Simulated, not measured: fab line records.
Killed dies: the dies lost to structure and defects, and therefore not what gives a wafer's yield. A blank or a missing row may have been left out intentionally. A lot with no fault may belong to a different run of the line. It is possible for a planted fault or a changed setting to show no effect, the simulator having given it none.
fab line records	flow n5Finfet	part 2 of 2: steps 20 to 29 of 29
[record] lots = 5	wafers = 15	lastDay = 16
route steps=1938 shown HKMG_FIN@392
lots that met no fault: taken from a fault-free run of the same line
startH: hours from the record's first day to the start of the lot's first wafer shown	waitH: time in hours since the lot's previous step	" unchanged from the row above	L1.1+2: a single row standing in for several wafers	- either no value or no given start	* or withheld: withheld	< > ~ a bound
route shown NAME@n: a module of which the file shows steps, and the number in the route of the first	usual: mean/standard deviation taken from wafers without a fault	same: alike in all rows	chamber/n: place in a boat	sites: the reading at each site	_std_site: standard deviation of those values	_edge_site: outer sites' mean less inner sites'	radiusMm: for every site, how far away it sits from the centre of the wafer	mask NAME#n: copy n	behind: the most recent tool/chamber to have shaped the wafer	hold: why the lot was held/for how many hours/how that ended	device: names the non-switching transistor (n, p or np)	end of line: the same wafers' tests at the end of the route	a step with no rows: only its recipe	killed: dies that structure and defects cost at the first sort, which is not the same as the wafer's yield	map: a wafer's dies, x killed, . not, _ none there
set.NAME: the run value of the setting; set.NAME@STEP: its run value at that earlier step	model.NAME: the simulator's own value behind a step, which no gauge read
lots at some steps of the route; a table a step, a row a wafer
services: a tool's chamber out of use, with start hour (startH, from the record's first day; less than 0 if before it), hours out, and reason
[[steps]]
[step N5_HKMG_FIN_WET_ETCH_78]
[recipe] chemistry = dNH4OH	mix = 1:50	tempC = 25	target = Al2O3	stopOn = La2O3	targetDepthNm = 4.5	dry = ipaMarangoni	rinseTimeS = 30	rinseTempC = 23
lot.wafer	tool	chamber	startH	waitH
L074.2+3+4	wetBench-02	2,5,7	77.64	0.0
L075.1+3+4	wetBench-06	0,3,7	84.00	0.0
L081.1+4+6	wetBench-02	4,3,5	113.80	0.0
L087.3+5+6	wetBench-06	2,5,6	152.88	0.0
L088.2+4+6	wetBench-04	4,3,2	158.77	0.0
[step N5_HKMG_FIN_ALD_79]
[recipe] material = TiN	targetThkA = 15	tempC = 400	aldPrecursorFamily = TiCl4	aldCoReactant = NH3	pulseTimeS = 1	purgeTimeS = 3	coReactantPurgeTimeS = 2	coReactantPulseTimeS = 2	aldCycles = 68	pressureTorr = 3
[usual] chamberPressureTorr = 3.000/0.0072	heaterPowerW = 852/100	precursorPulseHeightRel = 1.000/0.019
[same] pulseTimeS = 1
lot.wafer	tool	chamber	startH	waitH	chamberPressureTorr	heaterPowerW	precursorPulseHeightRel
L074.2	aldMetal-03	3	77.71	0.0	3.004	786	1.001
L074.3	"	0	"	"	3.004	802	1.000
L074.4	"	1	"	"	2.998	943	0.987
L075.1	aldMetal-03	1	84.07	0.0	3.008	936	0.986
L075.3	"	0	"	"	3.002	814	1.006
L075.4	"	2	"	"	3.005	934	0.984
L081.1	aldMetal-01	3	113.87	0.0	3.010	927	1.027
L081.4	"	0	"	"	3.001	961	1.017
L081.6	"	3	"	"	2.994	922	0.996
L087.3	aldMetal-02	3	152.95	0.0	2.988	843	1.010
L087.5	"	3	"	"	3.001	846	1.032
L087.6	"	0	"	"	3.003	709	1.022
L088.2	aldMetal-03	3	158.84	0.0	3.007	778	0.999
L088.4	"	2	"	"	2.997	913	0.999
L088.6	"	0	"	"	2.998	797	0.969
[step N5_HKMG_FIN_CVD_62]
[recipe] material = a-Si	targetThkA = 30	tempC = 500	precursor = Si2H6	pressureTorr = 1	timeS = 20.8
[usual] chamberPressureTorr = 1.0001/0.0021	heaterPowerW = 1397/110
lot.wafer	tool	chamber	startH	waitH	chamberPressureTorr	heaterPowerW
L074.2	thermalCvdSi-02	1	78.07	0.2	1.0028	1453
L074.3	"	2	"	"	1.0002	1219
L074.4	"	2	"	"	0.9992	1171
L075.1	thermalCvdSi-01	2	84.45	0.2	0.9998	1253
L075.3	"	1	"	"	1.0039	1487
L075.4	"	1	"	"	1.0000	1458
L081.1	thermalCvdSi-01	2	114.23	0.2	0.9995	1268
L081.4	"	1	"	"	1.0000	1478
L081.6	"	2	"	"	1.0005	1255
L087.3	thermalCvdSi-01	1	153.32	0.2	1.0018	1528
L087.5	"	1	"	"	1.0015	1461
L087.6	"	2	"	"	1.0012	1266
L088.2	thermalCvdSi-02	1	159.20	0.2	1.0007	1456
L088.4	"	0	"	"	1.0010	1544
L088.6	"	1	"	"	1.0000	1464
[step N5_HKMG_FIN_RTA_80]
[recipe] tempC = withheld	timeS = 2	ambient = N2	idleTempC = 600	rampUpCPerS = 150	rampDownCPerS = 60	coolToC = 600
lot.wafer	tool	chamber	startH	waitH
L074.2+3+4	rtpAnneal-02	0	78.23	0.1
L075.1+3+4	rtpAnneal-02	0	84.62	0.1
L081.1+4+6	rtpAnneal-02	0	114.49	0.2
L087.3+5+6	rtpAnneal-02	0	153.49	0.1
L088.2+4+6	rtpAnneal-01	0	159.41	0.2
[step N5_HKMG_FIN_PRECLEAN_64]
[recipe] chemistry = dHF	timeS = 30	tempC = 25	dilution = withheld
lot.wafer	tool	chamber	startH	waitH
L074.2+3+4	wetBench-06	4,3,0	78.35	0.1
L075.1+3+4	wetBench-04	4,7,5	84.77	0.1
L081.1+4+6	wetBench-02	0,5,2	114.63	0.1
L087.3+5+6	wetBench-02	3,1,7	153.60	0.1
L088.2+4+6	wetBench-04	6,3,5	159.62	0.2
[step N5_HKMG_FIN_WET_ETCH_65]
[recipe] chemistry = TMAH	tempC = 70	concWtPct = 5	target = a-Si	stopOn = TiN	timeS = 49	targetDepthNm = 3
[usual] concWtPct = 5.00/0.051
lot.wafer	tool	chamber	startH	waitH	concWtPct
L074.2	wetBench-06	4	78.36	0.0	4.98
L074.3	"	3	"	"	5.05
L074.4	"	0	"	"	4.95
L075.1	wetBench-04	4	84.78	0.0	4.95
L075.3	"	7	"	"	4.98
L075.4	"	5	"	"	5.08
L081.1	wetBench-02	0	114.64	0.0	5.02
L081.4	"	5	"	"	5.10
L081.6	"	2	"	"	4.97
L087.3	wetBench-02	3	153.61	0.0	4.95
L087.5	"	1	"	"	4.88
L087.6	"	7	"	"	4.98
L088.2	wetBench-04	6	159.63	0.0	4.93
L088.4	"	3	"	"	5.07
L088.6	"	5	"	"	5.03
[step N5_HKMG_FIN_WET_ETCH_81]
[recipe] chemistry = SC1	target = TiN	stopOn = HfO2	mix = 1:1:5	tempC = 60	timeS = 57	targetDepthNm = 6
lot.wafer	tool	chamber	startH	waitH
L074.2+3+4	wetBench-06	4,3,0	78.38	0.0
L075.1+3+4	wetBench-04	4,7,5	84.79	0.0
L081.1+4+6	wetBench-02	0,5,2	114.66	0.0
L087.3+5+6	wetBench-02	3,1,7	153.62	0.0
L088.2+4+6	wetBench-04	6,3,5	159.64	0.0
[step N5_HKMG_FIN_WET_ETCH_82]
[recipe] chemistry = dHCl	mix = 1:10000	tempC = 25	target = La2O3	stopOn = HfO2	targetDepthNm = 2	dry = ipaMarangoni	rinseTimeS = 30	rinseTempC = 23
lot.wafer	tool	chamber	startH	waitH
L074.2+3+4	wetBench-06	4,3,0	78.41	0.0
L075.1+3+4	wetBench-04	4,7,5	84.83	0.0
L081.1+4+6	wetBench-02	0,5,2	114.69	0.0
L087.3+5+6	wetBench-02	3,1,7	153.65	0.0
L088.2+4+6	wetBench-04	6,3,5	159.68	0.0
[step N5_HKMG_FIN_ALD_36]
[recipe] material = TiN	targetThkA = 10	tempC = 400	aldPrecursorFamily = TiCl4	aldCoReactant = NH3	pulseTimeS = 1	purgeTimeS = 3	coReactantPurgeTimeS = 2	coReactantPulseTimeS = 2	aldCycles = 47	pressureTorr = 3
[usual] chamberPressureTorr = 3.001/0.0069	heaterPowerW = 865/130	precursorPulseHeightRel = 1.000/0.021
[same] pulseTimeS = 1
lot.wafer	tool	chamber	startH	waitH	chamberPressureTorr	heaterPowerW	precursorPulseHeightRel
L074.2	aldMetal-02	3	78.48	0.0	2.980	839	0.988
L074.3	"	1	"	"	2.998	828	0.973
L074.4	"	0	"	"	2.999	703	1.031
L075.1	aldMetal-02	3	84.89	0.0	3.004	850	0.963
L075.3	"	2	"	"	2.989	730	0.990
L075.4	"	1	"	"	3.010	825	0.993
L081.1	aldMetal-02	0	114.75	0.0	3.004	686	0.976
L081.4	"	2	"	"	3.000	740	1.038
L081.6	"	1	"	"	3.005	821	1.000
L087.3	aldMetal-01	0	153.71	0.0	2.994	944	1.002
L087.5	"	1	"	"	2.997	740	0.974
L087.6	"	2	"	"	3.002	1096	1.016
L088.2	aldMetal-01	0	159.74	0.0	3.011	957	0.981
L088.4	"	1	"	"	2.994	750	0.998
L088.6	"	3	"	"	2.995	924	1.006
[step N5_HKMG_FIN_THK_MEAS_70]
[recipe] thkMeasGauge = xrf	reads = HfO2_of_HKMG_FIN_HK_ALD_01
[usual] HK_THK = 1.621/0.022
lot.wafer	tool	chamber	startH	waitH	HK_THK[nm]
L074.2	filmMetro-02	-	78.76	0.2	1.621
L074.3	"	-	"	"	1.629
L074.4	"	-	"	"	1.647
L075.1	filmMetro-02	-	85.17	0.2	1.609
L075.3	"	-	"	"	1.643
L075.4	"	-	"	"	1.639
L081.1	filmMetro-02	-	115.03	0.2	1.589
L081.4	"	-	"	"	1.651
L081.6	"	-	"	"	1.583
L087.3	filmMetro-01	-	154.00	0.2	1.613
L087.5	"	-	"	"	1.603
L087.6	"	-	"	"	1.630
L088.2	filmMetro-01	-	160.02	0.2	1.616
L088.4	"	-	"	"	1.566
L088.6	"	-	"	"	1.583
[[services]]
tool	chamber	startH	hours	kind
arfiScanner-03	-	65.00	1.0	pm
arfiScanner-01	-	66.88	0.2	repair
aldMetal-03	0	69.48	4.2	repair
arfiScanner-02	-	73.23	8.6	repair
arfiScanner-03	-	76.34	0.5	repair
rtpAnneal-01	-	83.50	4.2	pm
rieDiel-06	3	89.22	5.0	repair
arfiScanner-02	-	93.88	1.0	pm
arfiScanner-02	-	97.29	1.3	pm
arfiScanner-02	-	108.61	1.0	pm
arfiScanner-01	-	111.82	1.0	pm
thermalCvdSi-02	-	113.19	2.8	pm
thermalCvdSi-01	1	115.22	6.9	repair
thermalCvdSi-02	0	120.35	12.3	repair
rieDiel-05	1	121.32	1.8	repair
arfiScanner-01	-	122.30	0.9	repair
arfiScanner-03	-	123.63	0.7	repair
arfiScanner-01	-	128.13	0.8	pm
arfiScanner-02	-	133.42	0.8	pm
aldMetal-02	-	136.53	2.8	pm
plasmaAsher-02	-	144.48	0.7	repair
arfiScanner-01	-	146.93	1.3	pm
arfiScanner-02	-	155.16	0.8	pm
thermalCvdSi-02	-	156.47	0.5	repair
